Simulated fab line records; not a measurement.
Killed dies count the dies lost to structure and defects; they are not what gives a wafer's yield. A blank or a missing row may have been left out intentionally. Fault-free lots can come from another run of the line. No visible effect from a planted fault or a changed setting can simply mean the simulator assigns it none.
Chamber matching + flow n5 finfet + N5_SDB_HM_OPEN_20 on rie diel-03 has 4 sister chambers
The step chemistry CH3F/O2, target SiNx, stops on poly-Si, target depth 24 nm. 7 wafers are shown with their chamber, then 6 later ones without.

## WAFERS PAIRED WITH THEIR CHAMBERS
| wafer  | chamber | drypump motor current A (A) | showerhead plenum p Torr (Torr) |
|--------|---------|-----------------------------|---------------------------------|
| L760.3 | 3       | 6.0                         | 1.95                            |
| L763.3 | 3       | 5.9                         | 1.95                            |
| L765.2 | 0       | 5.2                         | 2.03                            |
| L765.3 | 2       | 5.0                         | 2.05                            |
| L765.5 | 2       | 5.0                         | 2.05                            |
| L766.5 | 0       | 5.2                         | 2.02                            |
| L766.6 | 1       | 5.4                         | 2.06                            |

## WAFERS WHOSE CHAMBER IS MISSING
| wafer  | drypump motor current A (A) | showerhead plenum p Torr (Torr) |
|--------|-----------------------------|---------------------------------|
| L768.2 | 5.0                         | 2.05                            |
| L768.3 | 5.2                         | 2.02                            |
| L768.5 | 5.5                         | 2.06                            |
| L778.1 | 5.2                         | 2.02                            |
| L778.2 | 5.5                         | 2.05                            |
| L778.3 | 6.0                         | 1.94                            |

## WHICH CHAMBER EACH ONE RAN IN
| wafer  | from the rows above | in truth |
|--------|---------------------|----------|
| L768.2 | 2                   | 2        |
| L768.3 | 0                   | 0        |
| L768.5 | 1                   | 1        |
| L778.1 | 0                   | 0        |
| L778.2 | 1                   | 1        |
| L778.3 | 3                   | 3        |
6 of 6 placed correctly. Can't be placed from these rows: 0. Wrongly placed: 0.
How it was worked out, from the rows above alone: a wafer's distance from a chamber is the root of the sum, over the readings, of the square of ((its reading less the chamber's mean) divided by the reading's scatter). If the next closest chamber is less than 2 further off than the closest, the wafer can't be placed; otherwise it belongs to the closest. Each chamber's mean is taken over the wafers shown for it. The scatter is the square root of a quotient: the sum, over the shown wafers, of each reading's squared deviation from its chamber's mean, divided by wafers minus chambers.
